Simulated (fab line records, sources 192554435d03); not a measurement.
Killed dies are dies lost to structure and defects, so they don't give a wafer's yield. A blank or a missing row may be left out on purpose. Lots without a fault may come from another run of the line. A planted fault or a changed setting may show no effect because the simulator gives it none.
Which tool did it? | flow n5_finfet | 12 lots, 36 wafers sampled, at 2 steps of a route of 1938

WHAT THE GAUGES READ, wafer by wafer
N5_FIN_SAQP_CD_MEAS_27: target cd 20 nm.
lot  | measured    | on        | cd_nm (nm)
L075 | day 2 06:55 | cd_sem-01 | 20.44 20.40 20.27
L077 | day 2 17:47 | cd_sem-01 | 20.66 20.74 20.17
L079 | day 3 06:05 | cd_sem-02 | 20.39 20.10 20.22
L081 | day 3 17:30 | cd_sem-03 | 20.46 20.53 20.35
L083 | day 4 09:40 | cd_sem-02 | 20.27 19.88 20.33
L085 | day 4 20:39 | cd_sem-03 | 20.66 20.41 20.42
L087 | day 5 08:37 | cd_sem-03 | 20.35 20.29 20.11
L089 | day 5 17:51 | cd_sem-03 | 20.09 20.07 20.38
L091 | day 6 07:58 | cd_sem-02 | 20.49 20.43 20.22
L093 | day 6 17:40 | cd_sem-02 | 20.44 20.50 20.51
L095 | day 7 07:31 | cd_sem-01 | 20.19 20.28 20.31
L097 | day 7 17:47 | cd_sem-01 | 20.34 20.30 20.70

WHICH TOOL RAN EACH LOT (tool, then ch and the chambers of the sampled wafers, then the start)
lot  | N5_PMOS_HMC_CHANNEL_EPI_CMP_21
L075 | cmp-01 ch 0,2,3, day 2 01:56
L077 | cmp-02 ch 1,3, day 2 13:25
L079 | cmp-02 ch 1,2,3, day 3 01:17
L081 | cmp-03 ch 0,2, day 3 13:17
L083 | cmp-01 ch 1,2,3, day 4 01:02
L085 | cmp-03 ch 0,1, day 4 14:10
L087 | cmp-03 ch 1,3, day 5 01:56
L089 | cmp-03 ch 0,1,2, day 5 13:36
L091 | cmp-03 ch 0,1,3, day 6 02:06
L093 | cmp-03 ch 0,1,3, day 6 13:18
L095 | cmp-03 ch 0,1,3, day 7 03:07
L097 | cmp-02 ch 1,2,3, day 7 13:18
- N5_PMOS_HMC_CHANNEL_EPI_CMP_21: polishes SiGe30, target thk 54 nm.

THE ANSWER, worked out from the rows above alone
Rule: what is usual is taken from the lots themselves. Put in order of their means at a reading, lots are off if they are a third of the lots or fewer, leave a main group of 4 or more, and stand apart from it by a gap of 3 or more times the standard deviation of the main group's means; of several such gaps the widest counts. A main group whose means are all the same, to the digits that the tables above print for the reading, isn't used. A lot without any number at a reading at which 4 lots or more have one is off too. The other lots that the step has rows for count as sound.
No lot is off at any reading shown: from this, nothing can be told.

WHAT THE SIMULATOR HAD PUT IN
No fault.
